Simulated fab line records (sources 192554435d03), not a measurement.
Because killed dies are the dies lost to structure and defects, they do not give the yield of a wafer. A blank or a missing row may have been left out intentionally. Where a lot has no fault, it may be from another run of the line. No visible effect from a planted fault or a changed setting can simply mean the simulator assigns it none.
fab line records	flow n5_finfet
record lots=24	wafers=72	last_day=18
route steps=1938 shown BEOL_M8@1390 BEOL_M9@1402
lots untouched by any fault: they come from a run of this same line in which no faults occurred
start_h: hours from the record's first day to the start of the lot's first wafer shown	wait_h: how many hours have passed since the lot's step before this one	" same as the row above	L1.1+2: a row that stands for several wafers	- no value, or no start was given	* or withheld: withheld	< > ~ a bound
route shown NAME@n: names a module that has steps shown in the file, with the first one's number in the route	usual: average and standard deviation across the fault-free wafers	same: alike in all rows	chamber/n: place in a boat	sites: per-site readings	_std_site: how widely they spread, as a standard deviation	_edge_site: the outer-site mean with the inner-site mean subtracted	radius_mm: for every site, how far away it sits from the centre of the wafer	mask NAME#n: copy n	behind: the last tool/chamber to shape the wafer	hold: the reason the lot was held/the length of the hold in hours/how it ended	device: transistor that didn't switch, given as n, p or np	end of line: tests of these same wafers at the route's end	a step without rows: its recipe alone	killed: not the wafer's yield, but the dies lost to structure and defects at the first sort	map: a wafer's dies, marking killed ones x, the rest . and places with no die _
set.NAME: the setting that was run; set.NAME@STEP: the one run at that earlier step	model.NAME: the simulator's own value behind a step, which no gauge read
one table for each step of the route and one row for each wafer, over a sample of lots
services: the hour from which a tool's chamber was out of use, counted from the record's first day as start_h (under 0 if before that day), plus the number of hours and why
## steps
# step N5_BEOL_M8_SURFACE_TREAT_79
# recipe gas=Ar	time_s=*	ion_energy_ev=*	ion_current_ma_cm2=0.5	pressure_mtorr=*	ar_flow_sccm=30
# usual throttle_valve_pct=*
lot.wafer	tool	chamber	start_h	wait_h	throttle_valve_pct
L075.1	pvd_sputter-01	-	204.56	0.2	*
L075.3	"	-	"	"	*
L075.5	"	-	"	"	*
L074.2	pvd_sputter-03	-	204.78	0.2	*
L074.3	"	-	"	"	*
L074.6	"	-	"	"	*
L076.2	pvd_sputter-01	-	212.46	0.2	*
L076.5	"	-	"	"	*
L076.6	"	-	"	"	*
L077.2	pvd_sputter-03	-	222.37	1.7	*
L077.3	"	-	"	"	*
L077.6	"	-	"	"	*
L078.2	pvd_sputter-03	-	224.09	0.3	*
L078.3	"	-	"	"	*
L078.6	"	-	"	"	*
L079.1	pvd_sputter-01	-	234.31	0.2	*
L079.2	"	-	"	"	*
L079.5	"	-	"	"	*
L080.1	pvd_sputter-01	-	244.38	0.2	*
L080.4	"	-	"	"	*
L080.5	"	-	"	"	*
L082.1	pvd_sputter-03	-	250.74	0.3	*
L082.2	"	-	"	"	*
L082.4	"	-	"	"	*
L081.3	pvd_sputter-02	-	250.84	0.3	*
L081.4	"	-	"	"	*
L081.6	"	-	"	"	*
L084.3	pvd_sputter-02	-	262.26	0.2	*
L084.4	"	-	"	"	*
L084.6	"	-	"	"	*
L083.1	pvd_sputter-02	-	262.42	0.2	*
L083.3	"	-	"	"	*
L083.5	"	-	"	"	*
L085.3	pvd_sputter-01	-	262.77	0.2	*
L085.5	"	-	"	"	*
L085.6	"	-	"	"	*
L087.3	pvd_sputter-01	-	288.29	5.7	*
L087.4	"	-	"	"	*
L087.5	"	-	"	"	*
L086.1	pvd_sputter-01	-	297.79	0.2	*
L086.3	"	-	"	"	*
L086.4	"	-	"	"	*
L088.1	pvd_sputter-02	-	298.50	0.4	*
L088.3	"	-	"	"	*
L088.4	"	-	"	"	*
L089.2	pvd_sputter-01	-	310.12	0.2	*
L089.4	"	-	"	"	*
L089.5	"	-	"	"	*
L090.1	pvd_sputter-01	-	316.14	0.8	*
L090.3	"	-	"	"	*
L090.5	"	-	"	"	*
L093.2	pvd_sputter-01	-	316.18	0.8	*
L093.4	"	-	"	"	*
L093.6	"	-	"	"	*
L091.3	pvd_sputter-02	-	317.22	0.4	*
L091.5	"	-	"	"	*
L091.6	"	-	"	"	*
L092.1	pvd_sputter-03	-	325.64	0.4	*
L092.2	"	-	"	"	*
L092.3	"	-	"	"	*
L095.1	pvd_sputter-03	-	339.30	1.7	*
L095.3	"	-	"	"	*
L095.6	"	-	"	"	*
L094.3	pvd_sputter-03	-	347.25	0.4	*
L094.5	"	-	"	"	*
L094.6	"	-	"	"	*
L097.1	pvd_sputter-03	-	352.98	0.2	*
L097.3	"	-	"	"	*
L097.6	"	-	"	"	*
L096.1	pvd_sputter-01	-	363.15	0.2	*
L096.4	"	-	"	"	*
L096.5	"	-	"	"	*
# step N5_BEOL_M9_CURE_71
# recipe temp_c=385	time_s=240	ambient=He/Ar	material=SiCOH_lowk
# usual lamp_power_pct=52.31/0.054	wafer_temp_C_max=386.8/0.79
lot.wafer	tool	chamber	start_h	wait_h	lamp_power_pct	wafer_temp_C_max
L075.1	uv_cure-01	1	205.88	0.0	52.28	387.0
L075.3	"	1	"	"	52.34	387.6
L075.5	"	1	"	"	52.36	387.2
L074.2	uv_cure-01	1	206.44	0.3	52.31	388.6
L074.3	"	1	"	"	52.34	388.0
L074.6	"	1	"	"	52.37	387.5
L076.2	uv_cure-03	0	214.09	0.3	52.29	386.0
L076.5	"	0	"	"	52.49	386.4
L076.6	"	0	"	"	52.25	385.7
L077.2	uv_cure-03	1	223.88	0.1	52.27	386.2
L077.3	"	1	"	"	52.32	386.6
L077.6	"	1	"	"	52.41	386.2
L078.2	uv_cure-01	0	225.92	0.2	52.26	387.0
L078.3	"	0	"	"	52.33	386.9
L078.6	"	0	"	"	52.37	387.0
L079.1	uv_cure-01	0	235.82	0.1	52.34	387.6
L079.2	"	0	"	"	52.31	387.8
L079.5	"	0	"	"	52.37	387.1
L080.1	uv_cure-01	2	245.93	0.1	52.24	386.4
L080.4	"	2	"	"	52.28	386.8
L080.5	"	2	"	"	52.32	387.6
L082.1	uv_cure-01	1	253.27	0.0	52.24	386.8
L082.2	"	1	"	"	52.22	388.7
L082.4	"	1	"	"	52.39	387.1
L081.3	uv_cure-02	0	253.72	0.2	52.33	385.5
L081.4	"	0	"	"	52.29	385.4
L081.6	"	0	"	"	52.36	385.4
L083.1	uv_cure-03	1	265.04	0.0	52.40	386.3
L083.3	"	1	"	"	52.32	385.8
L083.5	"	1	"	"	52.30	385.7
L084.3	uv_cure-02	2	265.58	0.4	52.37	387.2
L084.4	"	2	"	"	52.25	386.6
L084.6	"	2	"	"	52.30	386.4
L085.3	uv_cure-03	0	266.17	0.2	52.26	386.1
L085.5	"	0	"	"	52.28	385.6
L085.6	"	0	"	"	52.33	386.1
L087.3	uv_cure-01	0	292.77	0.2	52.41	386.8
L087.4	"	0	"	"	52.32	387.2
L087.5	"	0	"	"	52.29	387.5
L086.1	uv_cure-02	0	299.17	0.0	52.31	386.1
L086.3	"	0	"	"	52.31	385.9
L086.4	"	0	"	"	52.33	386.2
L088.1	uv_cure-02	0	300.28	0.0	52.31	386.3
L088.3	"	0	"	"	52.32	385.7
L088.4	"	0	"	"	52.45	385.6
L089.2	uv_cure-01	2	313.48	0.1	52.39	386.7
L089.4	"	2	"	"	52.21	386.9
L089.5	"	2	"	"	52.23	386.8
L090.1	uv_cure-02	2	317.62	0.0	52.38	386.9
L090.3	"	2	"	"	52.26	386.8
L090.5	"	2	"	"	52.24	386.6
L093.2	uv_cure-03	2	317.84	0.1	52.28	387.7
L093.4	"	2	"	"	52.33	386.9
L093.6	"	2	"	"	52.38	387.5
L091.3	uv_cure-03	1	318.77	0.2	52.28	386.4
L091.5	"	1	"	"	52.37	385.9
L091.6	"	1	"	"	52.26	386.4
L092.1	uv_cure-03	0	327.26	0.0	52.24	386.2
L092.2	"	0	"	"	52.23	386.1
L092.3	"	0	"	"	52.38	385.7
L095.1	uv_cure-01	0	340.80	0.0	52.38	387.7
L095.3	"	0	"	"	52.32	387.2
L095.6	"	0	"	"	52.30	387.5
L094.3	uv_cure-03	2	349.79	0.2	52.28	387.2
L094.5	"	2	"	"	52.32	387.5
L094.6	"	2	"	"	52.21	388.5
L097.1	uv_cure-02	2	354.33	0.0	52.33	386.9
L097.3	"	2	"	"	52.23	386.9
L097.6	"	2	"	"	52.21	386.7
L096.1	uv_cure-01	1	364.67	0.1	52.23	387.5
L096.4	"	1	"	"	52.27	387.0
L096.5	"	1	"	"	52.37	386.9
# step N5_BEOL_M9_DESCUM_16
# recipe chemistry=O2	time_s=7.9	source_power_w=50	bias_power_w=20	pressure_mtorr=20	rf_frequency_hz=2.712e+07	temp_c=40	resist=CAR-ArF	o2_flow_sccm=225
# usual drypump_motor_current_A=5.7/0.55	o2_flow_sccm=225.1/0.67	oes_product_au=0.79/0.084	rf_vpp_V=243.2/1.2	showerhead_plenum_p_Torr=2.09/0.062	throttle_valve_pct=20.43/0.25
lot.wafer	tool	chamber	start_h	wait_h	drypump_motor_current_A	o2_flow_sccm	oes_product_au	rf_hours_counter_h	rf_vpp_V	showerhead_plenum_p_Torr	throttle_valve_pct
L075.1	rie_diel-06	2	208.13	0.0	5.0	225.0	0.90	39	243.0	2.05	19.98
L075.3	"	1	"	"	5.0	224.2	0.72	221	242.6	2.08	20.48
L075.5	"	3	"	"	5.7	225.0	0.79	-	245.4	2.19	20.33
L074.2	rie_diel-01	0	208.84	0.0	5.2	224.6	0.76	160	245.3	2.09	20.76
L074.3	"	1	"	"	4.8	225.1	0.70	205	245.0	2.15	20.35
L074.6	"	3	"	"	5.9	225.7	0.73	-	242.2	2.01	20.71
L076.2	rie_diel-03	1	217.05	0.0	5.7	225.1	0.90	34	243.2	2.14	20.23
L076.5	"	0	"	"	6.5	224.9	1.00	-	242.2	2.16	20.08
L076.6	"	1	"	"	5.6	225.8	0.90	-	244.3	2.14	20.22
L077.2	rie_diel-06	3	224.86	0.0	5.7	224.7	0.78	116	244.4	2.19	20.34
L077.3	"	0	"	"	6.3	225.4	0.75	180	242.0	1.99	20.60
L077.6	"	3	"	"	5.7	225.9	0.77	-	245.4	2.19	20.32
L078.2	rie_diel-01	0	227.98	0.6	5.2	224.1	0.75	166	245.0	2.09	20.78
L078.3	"	2	"	"	6.0	224.3	0.79	102	243.7	2.09	20.32
L078.6	"	0	"	"	5.2	225.6	0.75	-	244.5	2.09	20.77
L079.1	rie_diel-01	3	237.70	0.0	5.9	223.7	0.72	206	242.0	2.01	20.73
L079.2	"	0	"	"	5.2	223.7	0.76	168	242.6	2.09	20.78
L079.5	"	0	"	"	5.2	223.9	0.75	-	242.7	2.09	20.79
L080.1	rie_diel-01	2	247.72	0.6	6.0	225.2	0.78	109	243.6	2.09	20.33
L080.4	"	2	"	"	6.0	225.3	0.78	-	244.1	2.09	20.31
L080.5	"	1	"	"	4.8	225.2	0.69	-	241.8	2.14	20.36
L082.1	rie_diel-06	0	254.92	0.0	6.3	226.0	0.74	188	243.1	1.99	20.61
L082.2	"	3	"	"	5.7	223.8	0.78	125	244.1	2.19	20.33
L082.4	"	1	"	"	5.1	225.3	0.70	235	243.6	2.07	20.48
L081.3	rie_diel-03	3	255.08	0.0	5.4	225.3	0.68	235	243.8	2.17	20.77
L081.4	"	1	"	"	5.7	225.4	0.87	48	244.4	2.13	20.24
L081.6	"	2	"	"	6.6	225.8	0.95	-	243.2	2.07	20.37
L083.1	rie_diel-01	0	268.08	0.1	5.2	225.7	0.74	173	244.1	2.09	20.77
L083.3	"	3	"	"	5.9	225.1	0.72	216	241.6	2.01	20.75
L083.5	"	1	"	"	4.8	226.3	0.69	-	243.1	2.14	20.35
L084.3	rie_diel-06	2	268.08	0.1	5.0	224.7	0.87	57	242.3	2.04	20.00
L084.4	"	0	"	"	6.2	225.4	0.74	192	241.8	1.99	20.61
L084.6	"	0	"	"	6.2	225.6	0.74	-	241.8	1.99	20.60
L085.3	rie_diel-03	0	268.40	0.2	6.5	224.2	0.94	21	243.1	2.15	20.11
L085.5	"	3	"	"	5.4	225.0	0.69	-	245.2	2.17	20.78
L085.6	"	0	"	"	6.5	225.4	0.94	-	245.3	2.15	20.12
L087.3	rie_diel-03	1	295.65	0.0	5.7	225.1	0.85	59	243.6	2.13	20.28
L087.4	"	3	"	"	5.4	225.7	0.68	247	244.5	2.17	20.81
L087.5	"	3	"	"	5.4	225.5	0.68	-	244.3	2.17	20.81
L086.1	rie_diel-01	3	301.50	0.0	5.9	225.7	0.72	223	242.8	2.00	20.75
L086.3	"	0	"	"	5.2	223.8	0.75	180	242.3	2.08	20.77
L086.4	"	2	"	"	6.0	225.3	0.77	122	242.8	2.08	20.34
L088.1	rie_diel-06	1	302.76	0.2	5.1	226.0	0.71	246	243.1	2.07	20.52
L088.3	"	0	"	"	6.2	224.8	0.72	202	241.1	1.99	20.63
L088.4	"	2	"	"	5.0	226.1	0.85	68	242.2	2.04	20.02
L089.2	rie_diel-03	0	314.88	0.0	6.5	226.2	0.90	36	243.9	2.14	20.12
L089.4	"	1	"	"	5.7	225.2	0.85	-	243.4	2.13	20.29
L089.5	"	0	"	"	6.5	226.2	0.91	-	243.8	2.14	20.12
L093.2	rie_diel-01	1	320.52	0.0	4.8	226.3	0.69	236	243.9	2.13	20.39
L093.4	"	2	"	"	6.0	224.2	0.75	-	245.5	2.08	20.34
L093.6	"	1	"	"	4.8	225.7	0.68	-	245.0	2.13	20.36
L090.1	rie_diel-06	0	320.69	0.0	6.2	224.6	0.73	209	241.4	1.98	20.63
L090.3	"	2	"	"	5.0	225.2	0.85	75	243.5	2.04	20.04
L090.5	"	2	"	"	5.0	224.0	0.85	-	241.6	2.04	20.02
L091.3	rie_diel-01	1	320.85	0.0	4.8	225.7	0.68	236	241.7	2.13	20.37
L091.5	"	2	"	"	6.0	224.7	0.76	-	244.4	2.08	20.34
L091.6	"	1	"	"	4.8	226.0	0.68	-	244.3	2.13	20.36
L092.1	rie_diel-01	1	329.10	0.0	4.9	224.1	0.68	238	243.4	2.13	20.37
L092.2	"	3	"	"	5.9	225.5	0.71	227	241.8	2.00	20.76
L092.3	"	0	"	"	5.2	225.0	0.72	190	243.4	2.08	20.81
L095.1	rie_diel-03	1	342.27	0.1	5.7	224.9	0.84	71	243.5	2.12	20.29
L095.3	"	2	"	"	6.6	225.3	0.89	30	240.6	2.06	20.41
L095.6	"	1	"	"	5.7	224.3	0.84	-	243.0	2.12	20.29
L094.3	rie_diel-06	2	352.98	0.0	5.0	226.1	0.83	85	241.9	2.03	20.05
L094.5	"	3	"	"	5.7	225.2	0.75	-	243.4	2.18	20.38
L094.6	"	0	"	"	6.2	224.4	0.71	-	242.7	1.98	20.66
L097.1	rie_diel-03	1	356.92	0.2	5.7	224.8	0.83	76	243.5	2.12	20.29
L097.3	"	2	"	"	6.6	225.3	0.87	35	243.3	2.06	20.44
L097.6	"	2	"	"	6.6	225.2	0.87	-	242.1	2.06	20.41
L096.1	rie_diel-06	3	367.75	1.6	5.7	225.4	0.75	161	244.2	2.17	20.40
L096.4	"	2	"	"	5.0	225.5	0.83	89	241.9	2.03	20.05
L096.5	"	2	"	"	5.0	225.0	0.83	-	242.1	2.03	20.05
# step N5_BEOL_M9_STRIP_19
# recipe chemistry=O2	power_w=400	temp_c=40	pressure_mtorr=30	rf_frequency_hz=6e+07	bias_power_w=0	overash_fraction=0.2	o2_flow_sccm=225
# usual drypump_motor_current_A=5.7/0.57	o2_flow_sccm=225.1/0.59	oes_product_au=0.80/0.096	rf_vpp_V=3.6/0.57	showerhead_plenum_p_Torr=2.10/0.06	throttle_valve_pct=16.68/0.25
lot.wafer	tool	chamber	start_h	wait_h	drypump_motor_current_A	o2_flow_sccm	oes_product_au	rf_hours_counter_h	rf_vpp_V	showerhead_plenum_p_Torr	throttle_valve_pct
L075.1	rie_diel-03	0	208.65	0.2	6.5	224.5	1.02	1	2.6	2.16	16.24
L075.3	"	2	"	"	6.6	224.1	0.68	248	3.9	2.07	17.02
L075.5	"	0	"	"	6.5	224.3	1.01	-	3.3	2.16	16.27
L074.2	rie_diel-06	1	209.25	0.1	5.1	225.8	0.72	221	3.5	2.08	16.77
L074.3	"	3	"	"	5.7	225.4	0.80	111	3.1	2.20	16.61
L074.6	"	0	"	"	6.3	225.3	0.74	-	3.6	2.00	16.86
L076.2	rie_diel-01	2	217.52	0.1	6.0	225.8	0.79	99	3.8	2.09	16.57
L076.5	"	0	"	"	5.2	224.4	0.75	-	3.7	2.09	16.99
L076.6	"	1	"	"	4.8	225.6	0.69	-	3.6	2.15	16.65
L077.2	rie_diel-01	3	225.25	0.1	5.9	225.1	0.73	201	3.8	2.01	16.96
L077.3	"	2	"	"	6.0	225.0	0.79	101	2.8	2.09	16.55
L077.6	"	3	"	"	5.9	225.1	0.74	-	3.7	2.01	16.92
L078.2	rie_diel-01	3	228.37	0.1	5.9	225.1	0.73	203	4.7	2.01	16.93
L078.3	"	2	"	"	6.0	224.0	0.78	102	4.1	2.09	16.57
L078.6	"	2	"	"	6.0	224.6	0.79	-	3.4	2.09	16.59
L079.1	rie_diel-03	0	238.09	0.1	6.5	224.5	0.97	13	4.2	2.16	16.29
L079.2	"	3	"	"	5.4	225.6	0.69	230	3.9	2.18	17.04
L079.5	"	2	"	"	6.6	224.9	0.98	-	3.2	2.07	16.56
L080.1	rie_diel-06	1	248.22	0.2	5.0	225.1	0.70	233	3.5	2.08	16.83
L080.4	"	2	"	"	4.9	225.9	0.88	52	3.3	2.05	16.25
L080.5	"	0	"	"	6.2	224.9	0.73	-	5.0	2.00	16.89
L082.1	rie_diel-06	0	255.30	0.1	6.2	225.0	0.74	188	4.3	1.99	16.90
L082.2	"	2	"	"	4.9	225.6	0.88	54	4.3	2.05	16.22
L082.4	"	3	"	"	5.7	225.8	0.77	125	3.4	2.19	16.64
L081.3	rie_diel-03	2	255.46	0.1	6.6	224.7	0.94	6	4.6	2.07	16.57
L081.4	"	3	"	"	5.4	225.3	0.69	235	2.7	2.18	17.07
L081.6	"	0	"	"	6.5	225.6	0.95	-	3.5	2.16	16.30
L084.3	rie_diel-01	2	268.56	0.1	6.0	224.3	0.77	116	4.0	2.09	16.59
L084.4	"	0	"	"	5.2	224.6	0.75	173	3.5	2.09	17.00
L084.6	"	0	"	"	5.2	225.0	0.75	-	3.1	2.09	16.98
L083.1	rie_diel-01	0	268.64	0.3	5.2	223.8	0.75	173	3.7	2.09	17.00
L083.3	"	2	"	"	6.0	224.3	0.77	116	2.8	2.09	16.59
L083.5	"	3	"	"	5.9	225.1	0.72	-	3.1	2.01	16.95
L085.3	rie_diel-03	3	268.79	0.1	5.4	225.6	0.68	239	3.2	2.18	17.06
L085.5	"	3	"	"	5.4	224.9	0.67	-	3.7	2.18	17.03
L085.6	"	0	"	"	6.5	224.5	0.94	-	3.5	2.15	16.31
L087.3	rie_diel-03	1	296.13	0.1	5.6	225.2	0.86	59	3.0	2.13	16.49
L087.4	"	0	"	"	6.5	224.6	0.91	30	3.5	2.15	16.32
L087.5	"	0	"	"	6.5	225.6	0.92	-	3.7	2.15	16.33
L086.1	rie_diel-06	3	301.94	0.1	5.7	224.7	0.76	138	2.8	2.19	16.64
L086.3	"	1	"	"	5.1	224.5	0.70	246	3.1	2.07	16.83
L086.4	"	0	"	"	6.2	226.0	0.73	201	3.3	1.99	16.91
L088.1	rie_diel-03	0	303.17	0.1	6.5	225.2	0.91	32	3.3	2.15	16.32
L088.3	"	3	"	"	5.4	225.4	0.67	250	4.2	2.17	17.07
L088.4	"	2	"	"	6.6	225.9	0.91	17	3.9	2.07	16.59
L089.2	rie_diel-01	2	315.36	0.1	6.0	224.7	0.76	128	3.6	2.09	16.63
L089.4	"	1	"	"	4.8	224.7	0.68	-	2.9	2.14	16.70
L089.5	"	2	"	"	6.0	225.2	0.76	-	3.9	2.08	16.62
L093.2	rie_diel-03	0	320.91	0.1	6.5	225.0	0.91	40	4.4	2.15	16.33
L093.4	"	3	"	"	5.4	224.1	0.99	-	3.3	2.17	16.65
L093.6	"	0	"	"	6.5	225.0	0.91	-	4.4	2.15	16.31
L090.1	rie_diel-06	0	321.07	0.1	6.2	225.0	0.72	209	2.8	1.99	16.93
L090.3	"	2	"	"	4.9	224.9	0.85	75	3.3	2.04	16.27
L090.5	"	2	"	"	5.0	224.8	0.85	-	3.2	2.04	16.30
L091.3	rie_diel-03	2	321.24	0.1	6.6	226.1	0.90	25	3.4	2.06	16.60
L091.5	"	3	"	"	5.4	225.3	0.99	-	4.0	2.17	16.66
L091.6	"	2	"	"	6.6	225.7	0.90	-	3.5	2.06	16.60
L092.1	rie_diel-01	1	329.48	0.1	4.9	224.3	0.69	238	3.8	2.14	16.69
L092.2	"	2	"	"	6.0	225.9	0.76	132	3.5	2.08	16.63
L092.3	"	0	"	"	5.2	226.0	0.73	190	4.8	2.08	17.02
L095.1	rie_diel-03	1	342.65	0.1	5.7	224.8	0.83	71	2.7	2.13	16.50
L095.3	"	2	"	"	6.6	225.6	0.88	31	2.7	2.06	16.61
L095.6	"	0	"	"	6.5	225.4	0.90	-	2.8	2.15	16.35
L094.3	rie_diel-01	0	353.44	0.1	5.2	226.0	0.73	198	4.3	2.08	17.07
L094.5	"	2	"	"	6.0	224.9	0.76	-	3.6	2.08	16.63
L094.6	"	3	"	"	5.9	224.9	0.71	-	4.5	2.00	17.00
L097.1	rie_diel-01	0	357.31	0.1	5.2	224.0	0.73	199	4.2	2.08	17.06
L097.3	"	2	"	"	6.0	225.5	0.75	141	3.7	2.08	16.64
L097.6	"	2	"	"	6.0	224.6	0.74	-	2.9	2.08	16.65
L096.1	rie_diel-06	0	368.18	0.1	6.3	225.4	0.71	225	2.9	1.98	16.96
L096.4	"	2	"	"	5.0	225.5	0.83	90	3.7	2.03	16.28
L096.5	"	3	"	"	5.7	224.9	0.74	-	3.5	2.18	16.69
# step N5_BEOL_M9_CD_MEAS_28
# recipe target_cd_nm=70	landing_energy_ev=500	detector=se_inlens	polarity=opening
# usual cd_nm=70.02/0.28
lot.wafer	tool	chamber	start_h	wait_h	cd_nm
L075.1	cd_sem-01	0	209.47	-	69.97
L075.3	"	0	"	"	70.11
L075.5	"	0	"	"	69.94
L074.2	cd_sem-03	0	210.93	-	70.26
L074.3	"	0	"	"	69.85
L074.6	"	0	"	"	70.30
L076.2	cd_sem-03	0	217.89	-	69.79
L076.5	"	0	"	"	70.35
L076.6	"	0	"	"	70.43
L077.2	cd_sem-01	0	227.15	-	70.20
L077.3	"	0	"	"	70.14
L077.6	"	0	"	"	69.49
L078.2	cd_sem-01	0	230.71	-	69.80
L078.3	"	0	"	"	69.87
L078.6	"	0	"	"	69.93
L079.1	cd_sem-03	0	240.44	-	69.93
L079.2	"	0	"	"	69.98
L079.5	"	0	"	"	70.19
L080.1	cd_sem-02	0	248.64	-	69.77
L080.4	"	0	"	"	69.24
L080.5	"	0	"	"	70.12
L081.3	cd_sem-02	0	258.91	-	70.07
L081.4	"	0	"	"	69.72
L081.6	"	0	"	"	69.63
L082.1	cd_sem-03	0	258.94	-	70.13
L082.2	"	0	"	"	70.08
L082.4	"	0	"	"	69.99
L084.3	cd_sem-01	0	269.65	-	69.82
L084.4	"	0	"	"	70.08
L084.6	"	0	"	"	69.76
L083.1	cd_sem-03	0	269.69	-	70.23
L083.3	"	0	"	"	70.27
L083.5	"	0	"	"	70.30
L085.3	cd_sem-01	0	269.73	-	69.83
L085.5	"	0	"	"	69.62
L085.6	"	0	"	"	70.09
L087.3	cd_sem-01	0	296.55	-	70.33
L087.4	"	0	"	"	70.05
L087.5	"	0	"	"	70.40
L086.1	cd_sem-03	0	302.44	-	69.90
L086.3	"	0	"	"	70.09
L086.4	"	0	"	"	69.95
L088.1	cd_sem-03	0	303.75	-	69.86
L088.3	"	0	"	"	70.15
L088.4	"	0	"	"	69.76
L089.2	cd_sem-03	0	315.76	-	69.93
L089.4	"	0	"	"	70.04
L089.5	"	0	"	"	69.87
L093.2	cd_sem-01	0	323.21	-	70.03
L093.4	"	0	"	"	70.38
L093.6	"	0	"	"	70.06
L090.1	cd_sem-01	0	323.25	-	70.19
L090.3	"	0	"	"	69.98
L090.5	"	0	"	"	70.12
L091.3	cd_sem-03	0	323.29	-	70.49
L091.5	"	0	"	"	70.41
L091.6	"	0	"	"	70.22
L092.1	cd_sem-03	0	329.89	-	69.88
L092.2	"	0	"	"	69.62
L092.3	"	0	"	"	70.13
L095.1	cd_sem-03	0	345.19	-	70.08
L095.3	"	0	"	"	69.87
L095.6	"	0	"	"	70.19
L094.3	cd_sem-01	0	355.26	-	69.72
L094.5	"	0	"	"	69.83
L094.6	"	0	"	"	70.00
L097.1	cd_sem-02	0	361.01	-	70.56
L097.3	"	0	"	"	70.65
L097.6	"	0	"	"	70.28
L096.1	cd_sem-03	0	369.40	-	70.26
L096.4	"	0	"	"	70.08
L096.5	"	0	"	"	69.91
# step N5_BEOL_M9_INSPECT_58
# recipe inspect_instrument=darkfield	mode=post_dep
# usual raw_defect_count=67/22
lot.wafer	tool	chamber	start_h	wait_h	raw_defect_count
L075.1	defect_inspect-02	-	213.68	0.0	60
L075.3	"	-	"	"	50
L075.5	"	-	"	"	78
L074.2	defect_inspect-01	-	214.13	0.0	83
L074.3	"	-	"	"	66
L074.6	"	-	"	"	53
L076.2	defect_inspect-02	-	220.93	0.0	39
L076.5	"	-	"	"	40
L076.6	"	-	"	"	33
L077.2	defect_inspect-01	-	230.25	0.0	40
L077.3	"	-	"	"	57
L077.6	"	-	"	"	51
L078.2	defect_inspect-01	-	234.65	0.0	84
L078.3	"	-	"	"	55
L078.6	"	-	"	"	47
L079.1	defect_inspect-02	-	243.82	0.0	49
L079.2	"	-	"	"	68
L079.5	"	-	"	"	59
L080.1	defect_inspect-02	-	252.13	0.0	84
L080.4	"	-	"	"	67
L080.5	"	-	"	"	60
L082.1	defect_inspect-01	-	263.39	0.0	74
L082.2	"	-	"	"	82
L082.4	"	-	"	"	80
L081.3	defect_inspect-02	-	263.52	0.0	51
L081.4	"	-	"	"	69
L081.6	"	-	"	"	68
L084.3	defect_inspect-02	-	272.65	0.0	46
L084.4	"	-	"	"	33
L084.6	"	-	"	"	44
L083.1	defect_inspect-01	-	273.19	0.0	47
L083.3	"	-	"	"	38
L083.5	"	-	"	"	53
L085.3	defect_inspect-01	-	274.00	0.0	115
L085.5	"	-	"	"	45
L085.6	"	-	"	"	54
L087.3	defect_inspect-01	-	300.44	0.0	69
L087.4	"	-	"	"	77
L087.5	"	-	"	"	85
L086.1	defect_inspect-02	-	306.43	0.0	46
L086.3	"	-	"	"	64
L086.4	"	-	"	"	67
L088.1	defect_inspect-01	-	307.69	0.0	68
L088.3	"	-	"	"	57
L088.4	"	-	"	"	60
L089.2	defect_inspect-01	-	320.26	0.0	124
L089.4	"	-	"	"	77
L089.5	"	-	"	"	87
L093.2	defect_inspect-01	-	326.56	0.0	77
L093.4	"	-	"	"	61
L093.6	"	-	"	"	96
L090.1	defect_inspect-01	-	326.81	0.0	126
L090.3	"	-	"	"	62
L090.5	"	-	"	"	66
L091.3	defect_inspect-01	-	327.61	0.0	97
L091.5	"	-	"	"	55
L091.6	"	-	"	"	75
L092.1	defect_inspect-01	-	334.29	0.0	53
L092.2	"	-	"	"	74
L092.3	"	-	"	"	69
L095.1	defect_inspect-01	-	349.26	0.0	63
L095.3	"	-	"	"	42
L095.6	"	-	"	"	49
L094.3	defect_inspect-01	-	358.50	0.0	116
L094.5	"	-	"	"	81
L094.6	"	-	"	"	83
L097.1	defect_inspect-01	-	364.36	0.0	62
L097.3	"	-	"	"	46
L097.6	"	-	"	"	50
L096.1	defect_inspect-01	-	374.18	0.0	64
L096.4	"	-	"	"	122
L096.5	"	-	"	"	83
## services
tool	chamber	start_h	hours	kind
uv_cure-01	-	192.60	2.1	pm
uv_cure-01	-	198.28	1.0	pm
rie_diel-06	0	213.00	3.4	repair
rie_diel-03	2	217.30	-	clean
rie_diel-01	1	226.18	3.6	repair
rie_diel-01	0	241.59	12.8	repair
uv_cure-03	-	242.34	6.1	repair
uv_cure-01	-	242.69	1.8	repair
uv_cure-01	-	263.17	7.1	pm
rie_diel-03	2	266.47	4.2	repair
rie_diel-06	1	290.13	8.6	repair
rie_diel-01	-	294.76	1.2	repair
uv_cure-02	-	329.94	7.5	pm
pvd_sputter-01	-	336.32	11.7	repair
uv_cure-03	-	350.17	7.5	pm
pvd_sputter-02	-	357.05	3.6	repair
rie_diel-03	-	357.61	13.2	repair
rie_diel-01	1	363.69	-	clean
rie_diel-01	1	363.69	-	consumable_replace:focus_ring
rie_diel-01	1	363.69	20.8	scheduled_down
rie_diel-01	1	363.69	20.8	vent_cycle
rie_diel-06	-	363.75	0.3	repair
uv_cure-02	-	366.99	3.4	pm
pvd_sputter-03	-	367.80	5.5	repair
## key
fault none
